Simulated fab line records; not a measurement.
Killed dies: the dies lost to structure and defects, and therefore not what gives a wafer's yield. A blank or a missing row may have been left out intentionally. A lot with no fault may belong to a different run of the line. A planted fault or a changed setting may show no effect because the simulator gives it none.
Matching of chambers | flow nand-harc | rie-diel-06 running NHARC_HYBRID_BOND_ACTIVATE_00: 4 sister chambers
The step chemistry N2, time 60 s. 14 wafers are shown with their chamber, then 7 later ones without.

## WAFERS, EACH WITH ITS CHAMBER
wafer  | chamber | showerhead-plenum-p-Torr (Torr) | oes-product-au (a.u.) | n2-flow-sccm (sccm)
L916.1 | 1       | 1.82                            | 1.001                 | 199.6
L916.2 | 0       | 1.81                            | 1.005                 | 200.7
L916.3 | 3       | 1.66                            | 0.999                 | 199.9
L921.1 | 2       | 1.74                            | 1.014                 | 199.9
L921.4 | 1       | 1.82                            | 0.992                 | 199.6
L921.5 | 1       | 1.82                            | 0.987                 | 199.2
L926.2 | 0       | 1.81                            | 1.005                 | 199.4
L926.3 | 1       | 1.81                            | 0.982                 | 200.3
L926.6 | 3       | 1.66                            | 0.986                 | 199.0
L933.4 | 3       | 1.65                            | 1.009                 | 199.6
L933.5 | 2       | 1.74                            | 1.021                 | 200.0
L933.6 | 3       | 1.65                            | 1.003                 | 199.2
L934.1 | 0       | 1.81                            | 0.989                 | 200.8
L934.2 | 3       | 1.65                            | 1.003                 | 200.8

SIGNATURES, as means of the wafers listed above
reading                  | chamber 0 | chamber 1 | chamber 2 | chamber 3 | scatter within a chamber
showerhead-plenum-p-Torr | 1.8100    | 1.8175    | 1.7400    | 1.6540    | 0.00442
oes-product-au           | 0.99967   | 0.99050   | 1.01750   | 1.00000   | 0.0083
n2-flow-sccm             | 200.300   | 199.675   | 199.950   | 199.700   | 0.621
Rule: a wafer lies at a distance from a chamber equal to the root of the sum of squares, over the readings, of (its reading less the chamber's mean, divided by the reading's scatter). The wafer belongs to the nearest chamber; if the next one is less than 2 further off, it can't be placed. How the scatter is found: for the shown wafers, subtract from each reading the mean of its chamber, square and add these, divide the total by (wafers less chambers), then take the root.

## WAFERS WHOSE CHAMBER IS MISSING
wafer  | showerhead-plenum-p-Torr (Torr) | oes-product-au (a.u.) | n2-flow-sccm (sccm)
L934.3 | 1.81                            | 1.001                 | 199.2
L935.1 | 1.81                            | 1.008                 | 201.1
L935.2 | 1.65                            | 1.016                 | 199.7
L935.3 | 1.74                            | 1.030                 | 200.1
L937.1 | 1.81                            | 1.005                 | 198.7
L937.4 | 1.81                            | 0.995                 | 199.4
L937.6 | 1.65                            | 1.007                 | 199.6

## WHICH CHAMBER EACH ONE RAN IN
wafer  | from the rows above     | in truth
L934.3 | can't be placed: 0 or 1 | 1
L935.1 | can't be placed: 0 or 1 | 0
L935.2 | 3                       | 3
L935.3 | 2                       | 2
L937.1 | can't be placed: 0 or 1 | 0
L937.4 | can't be placed: 0 or 1 | 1
L937.6 | 3                       | 3
Placed correctly: 3 of 7. Not placeable from these rows: 4 (in 4, the candidates include the true chamber). Wrongly placed: 0.
